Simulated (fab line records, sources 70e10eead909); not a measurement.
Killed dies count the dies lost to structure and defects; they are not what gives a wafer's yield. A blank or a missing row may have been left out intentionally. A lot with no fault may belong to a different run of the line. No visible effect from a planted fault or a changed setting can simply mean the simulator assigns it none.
fab line records	flow nand-harc
record: lots: 12	wafers: 36	last-day: 34
route steps=1302 shown P_STI@84 P_GATE@122
lots with no fault: from the same line, run without faults
start-h: hours from the record's opening day to when the first of the lot's shown wafers began	wait-h: hours since the lot's step before	" unchanged from the row above	L1.1+2: a single row standing in for several wafers	- value missing, or start not given	* or withheld: withheld	< > ~ a bound
route shown NAME@n: a module of which the file shows steps, and the number in the route of the first	usual: mean/standard deviation of fault-free wafers	same: alike in all rows	chamber/n: place in a boat	sites: readings site by site	_std_site: standard deviation of those values	_edge_site: the outer-site mean with the inner-site mean subtracted	radius-mm: how far each site lies from the wafer's centre	mask NAME#n: copy n	behind: the last tool/chamber to shape the wafer	hold: why the lot was held/for how many hours/how that ended	device: transistor that didn't switch, given as n, p or np	end of line: the tests these same wafers got at the end of their route	for a step that has no rows: nothing shown but its recipe	killed: at the first sort, the dies lost to defects and structure; wafer yield is something else	map: shows each die of a wafer: x if killed, . if not, _ if none is there
set.NAME: setting as actually run; set.NAME@STEP: the setting as run at that earlier step	model.NAME: the simulator's own value behind a step, which no gauge read
one table for each step of the route and one row for each wafer, over a sample of lots
services: when a tool's chamber went out of use (start-h, in hours from the record's first day, below 0 if earlier), for how many hours, and the reason
== steps ==
step: NHARC_P_STI_OVL_MEAS_10
usual: overlay-x-nm: 2/6.2	overlay-y-nm: -2/6.3
lot.wafer	tool	chamber	start-h	wait-h	overlay-x-nm	overlay-y-nm
L204.3	overlay-01	-	66.95	-	-8	11
L204.4	"	-	"	"	-8	11
L204.6	"	-	"	"	-8	12
L205.2	overlay-01	-	73.29	-	-6	-13
L205.3	"	-	"	"	-7	-13
L205.5	"	-	"	"	-7	-13
L206.1	overlay-01	-	82.58	-	0	-2
L206.4	"	-	"	"	0	-2
L206.5	"	-	"	"	0	-2
L207.2	overlay-01	-	93.19	-	-6	4
L207.5	"	-	"	"	-6	4
L207.6	"	-	"	"	-5	4
L208.3	overlay-02	-	102.63	-	1	-7
L208.5	"	-	"	"	1	-7
L208.6	"	-	"	"	1	-7
L210.1	overlay-02	-	125.60	-	12	2
L210.4	"	-	"	"	12	2
L210.6	"	-	"	"	12	1
L211.1	overlay-02	-	134.56	-	7	-4
L211.5	"	-	"	"	7	-4
L211.6	"	-	"	"	7	-4
L212.1	overlay-01	-	143.93	-	4	11
L212.3	"	-	"	"	4	11
L212.5	"	-	"	"	4	11
L215.2	overlay-02	-	173.50	-	-2	-11
L215.4	"	-	"	"	-2	-11
L215.6	"	-	"	"	-2	-11
L216.1	overlay-02	-	184.88	-	4	-1
L216.2	"	-	"	"	3	-1
L216.5	"	-	"	"	4	0
L224.3	overlay-01	-	264.67	-	-2	-2
L224.4	"	-	"	"	-2	-1
L224.5	"	-	"	"	-2	-1
L225.3	overlay-01	-	274.38	-	6	-7
L225.4	"	-	"	"	7	-8
L225.6	"	-	"	"	6	-7
step: NHARC_P_GATE_CD_MEAS_11
recipe: target-cd-nm: 1640	landing-energy-ev: 500
usual: cd-nm: 1642.0/1.7
same: landing-energy-ev: 500
lot.wafer	tool	chamber	start-h	wait-h	cd-nm
L204.3	cd-sem-01	0	103.16	-	1644.8
L204.4	"	0	"	"	1645.6
L204.6	"	0	"	"	1642.7
L205.2	cd-sem-02	0	106.88	-	1639.6
L205.3	"	0	"	"	1640.2
L205.5	"	0	"	"	1638.9
L206.1	cd-sem-02	0	117.86	-	1640.6
L206.4	"	0	"	"	1643.5
L206.5	"	0	"	"	1642.9
L207.2	cd-sem-03	0	135.25	-	1640.2
L207.5	"	0	"	"	1638.8
L207.6	"	0	"	"	1642.7
L208.3	cd-sem-03	0	139.49	-	1645.4
L208.5	"	0	"	"	1640.9
L208.6	"	0	"	"	1642.1
L210.1	cd-sem-02	0	162.25	-	1644.3
L210.4	"	0	"	"	1643.2
L210.6	"	0	"	"	1642.5
L211.1	cd-sem-02	0	170.23	-	1642.9
L211.5	"	0	"	"	1641.0
L211.6	"	0	"	"	1641.5
L212.1	cd-sem-03	0	179.18	-	1642.3
L212.3	"	0	"	"	1643.7
L212.5	"	0	"	"	1643.7
L215.2	cd-sem-01	0	210.32	-	1644.3
L215.4	"	0	"	"	1641.1
L215.6	"	0	"	"	1642.2
L216.1	cd-sem-01	0	227.20	-	1641.2
L216.2	"	0	"	"	1637.1
L216.5	"	0	"	"	1641.6
L224.3	cd-sem-03	0	300.81	-	1643.1
L224.4	"	0	"	"	1640.7
L224.5	"	0	"	"	1641.0
L225.3	cd-sem-01	0	315.41	-	1643.4
L225.4	"	0	"	"	1643.9
L225.6	"	0	"	"	1641.3
step: NHARC_P_GATE_ETCH_32
recipe: target-depth-a: 1500	over-etch-frac: 1	over-etch-ion-energy-ev: 40	time-s: 100.1	hbr-flow-sccm: 150	cl2-flow-sccm: 50	rf-w: 400	icp-w: 400	bias-w: 100	chemistry: HBr/Cl2
usual: drypump-motor-current-A: 5.9/0.33	oes-product-au: 1.000/0.012	rf-fwd-power-W: 396.7/1.7	throttle-valve-pct: 26.406/0.0097
lot.wafer	tool	chamber	start-h	wait-h	drypump-motor-current-A	oes-product-au	rf-fwd-power-W	rf-hours-counter-h	throttle-valve-pct
L204.3	rie-si-03	1	117.79	-	5.3	0.996	397.5	0.44	26.399
L204.4	"	3	"	"	5.9	1.010	394.6	0.49	26.435
L204.6	"	0	"	"	6.1	0.981	397.9	-	26.391
L205.2	rie-si-03	3	121.93	-	5.9	1.009	393.7	0.53	26.414
L205.3	"	0	"	"	6.1	0.989	398.9	0.56	26.423
L205.5	"	1	"	"	5.4	1.008	397.1	-	26.396
L206.1	rie-si-03	2	132.78	-	5.6	0.997	396.0	0.59	26.406
L206.4	"	1	"	"	5.4	1.003	396.3	0.62	26.425
L206.5	"	2	"	"	5.7	0.994	396.0	-	26.436
L207.2	rie-si-03	0	152.11	-	6.1	0.987	398.6	0.81	26.398
L207.5	"	0	"	"	6.1	0.987	400.1	-	26.401
L207.6	"	1	"	"	5.4	1.001	396.4	-	26.403
L208.3	rie-si-05	3	155.11	-	5.7	0.987	398.6	0.07	26.412
L208.6	"	2	"	"	5.6	0.992	393.5	-	26.414
L208.5	"	3	"	"	5.7	0.983	397.3	-	26.398
L210.4	rie-si-06	0	177.47	-	6.2	0.984	396.7	0.52	26.403
L210.1	"	3	"	"	5.9	1.004	398.3	0.68	26.412
L210.6	"	1	"	"	6.6	1.002	398.8	-	26.419
L211.1	rie-si-03	3	186.87	-	5.9	1.004	394.2	0.95	26.418
L211.5	"	3	"	"	5.9	1.004	393.8	-	26.406
L211.6	"	0	"	"	6.1	0.994	399.1	-	26.420
L212.1	rie-si-03	3	196.81	-	5.9	1.011	394.3	1.05	26.404
L212.3	"	2	"	"	5.7	0.995	398.1	0.94	26.405
L212.5	"	0	"	"	6.1	0.989	398.7	-	26.392
L215.2	rie-si-05	2	226.97	-	5.6	0.999	393.4	0.51	26.414
L215.4	"	1	"	"	5.3	0.997	394.9	0.46	26.411
L215.6	"	3	"	"	5.7	0.980	396.5	-	26.396
L216.1	rie-si-03	3	242.16	-	5.9	1.016	393.2	0.06	26.397
L216.2	"	2	"	"	5.6	0.995	398.4	0.06	26.412
L216.5	"	0	"	"	6.1	0.998	397.3	-	26.395
L224.4	rie-si-06	2	320.35	-	6.0	1.001	395.3	0.37	26.405
L224.3	"	3	"	"	5.9	1.017	399.7	0.40	26.404
L224.5	"	1	"	"	6.5	0.990	397.1	-	26.396
L225.3	rie-si-06	0	334.08	-	6.2	0.994	396.8	0.41	26.413
L225.4	"	1	"	"	6.6	0.992	397.4	0.41	26.392
L225.6	"	3	"	"	5.9	1.012	396.3	-	26.412
step: NHARC_P_GATE_EXPOSE_43
recipe: na: 0.6	target-cd-nm: 720	dose-mj: 14.81	mask-id: P_NSD
lot.wafer	tool	chamber	start-h	wait-h	mask
L204.3+4+6	krf-scanner-02	0	128.92	-	P_NSD#0
L205.2+3+5	krf-scanner-02	0	132.93	-	P_NSD#0
L206.1+4+5	krf-scanner-02	0	146.11	-	P_NSD#0
L207.2+5+6	krf-scanner-02	0	163.33	-	P_NSD#0
L208.3+5+6	krf-scanner-02	0	166.30	-	P_NSD#0
L210.1+4+6	krf-scanner-04	0	188.59	-	P_NSD#0
L211.1+5+6	krf-scanner-02	0	198.10	-	P_NSD#0
L212.1+3+5	krf-scanner-02	0	207.94	-	P_NSD#0
L215.2+4+6	krf-scanner-04	0	240.25	-	P_NSD#0
L216.1+2+5	krf-scanner-02	0	253.34	-	P_NSD_R1#0
L224.3+4+5	krf-scanner-01	0	331.71	-	P_NSD#0
L225.3+4+6	krf-scanner-04	0	345.19	-	P_NSD#0
step: NHARC_P_GATE_CD_MEAS_46
recipe: target-cd-nm: 720	landing-energy-ev: 500
usual: cd-nm: 721.1/1.9
same: landing-energy-ev: 500
lot.wafer	tool	chamber	start-h	wait-h	cd-nm
L204.3	cd-sem-02	0	129.07	-	719.7
L204.4	"	0	"	"	721.9
L204.6	"	0	"	"	721.9
L205.2	cd-sem-02	0	133.09	-	723.6
L205.3	"	0	"	"	722.2
L205.5	"	0	"	"	722.3
L206.1	cd-sem-02	0	146.27	-	721.5
L206.4	"	0	"	"	723.5
L206.5	"	0	"	"	722.7
L207.2	cd-sem-03	0	163.49	-	715.7
L207.5	"	0	"	"	722.1
L207.6	"	0	"	"	717.0
L208.3	cd-sem-01	0	166.45	-	720.6
L208.5	"	0	"	"	723.9
L208.6	"	0	"	"	723.1
L210.1	cd-sem-01	0	188.75	-	719.4
L210.4	"	0	"	"	722.5
L210.6	"	0	"	"	719.7
L211.1	cd-sem-03	0	198.26	-	719.0
L211.5	"	0	"	"	718.9
L211.6	"	0	"	"	721.0
L212.1	cd-sem-01	0	208.10	-	722.8
L212.3	"	0	"	"	719.5
L212.5	"	0	"	"	723.0
L215.2	cd-sem-03	0	240.40	-	722.1
L215.4	"	0	"	"	722.7
L215.6	"	0	"	"	719.4
L216.1	cd-sem-01	0	253.50	-	708.0
L216.2	"	0	"	"	707.7
L216.5	"	0	"	"	704.6
L224.3	cd-sem-01	0	331.86	-	723.5
L224.4	"	0	"	"	721.5
L224.5	"	0	"	"	721.0
L225.3	cd-sem-03	0	345.34	-	718.1
L225.4	"	0	"	"	722.1
L225.6	"	0	"	"	719.7
== services ==
tool	chamber	start-h	hours	kind
krf-scanner-02	-	94.00	4.0	pm
krf-scanner-01	-	122.50	3.7	repair
rie-si-05	-	128.00	9.0	pm
rie-si-03	-	130.76	0.4	repair
rie-si-03	-	145.29	0.6	repair
krf-scanner-01	-	163.21	4.0	pm
krf-scanner-04	-	168.25	0.5	repair
krf-scanner-04	-	182.00	4.0	pm
krf-scanner-04	-	190.09	5.0	repair
krf-scanner-01	-	191.88	4.6	repair
rie-si-03	-	221.00	9.0	pm
rie-si-06	-	249.00	9.0	pm
krf-scanner-01	-	250.38	5.2	repair
krf-scanner-04	-	259.15	0.4	repair
krf-scanner-02	-	266.00	4.0	pm
rie-si-05	1	275.94	9.0	repair
krf-scanner-01	-	278.32	0.3	repair
krf-scanner-01	-	298.88	1.1	repair
rie-si-05	-	305.00	9.0	pm
krf-scanner-02	-	310.41	1.0	repair
rie-si-06	-	322.04	0.4	repair
rie-si-03	3	330.11	21.5	repair
krf-scanner-04	-	334.29	0.3	repair
rie-si-06	-	335.29	0.9	repair
== key ==
first-sign: step: NHARC_P_GATE_EXPOSE_43	reading: mask	direction: changed
effect: step: NHARC_P_GATE_CD_MEAS_46	reading: cd-nm	direction: down	sigmas: 7.7	usual: 721.1	struck: 706.8
met-at NHARC_P_GATE_EXPOSE_43
struck-lots L216
tester-left-out L216
not-acting-at NHARC_P_STI_OVL_MEAS_10,NHARC_P_GATE_CD_MEAS_11,NHARC_P_GATE_ETCH_32
onset-between 207.94 253.34
fault: kind: wrong-mask	tool: any	chamber: -	onset-h: 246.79	steps: NHARC_P_GATE_EXPOSE_43	aux-copy: P_NSD_R1#0	cd-offset-nm: -15.954	scope: struck-lots-only
tester-left-out: of these lots the tester's yield and bins aren't shown, on N5 and GAA mostly nor the transistor test; their killed dies are dies lost to structure and defects alone, not to doping, threshold or leakage, so they don't give the yield
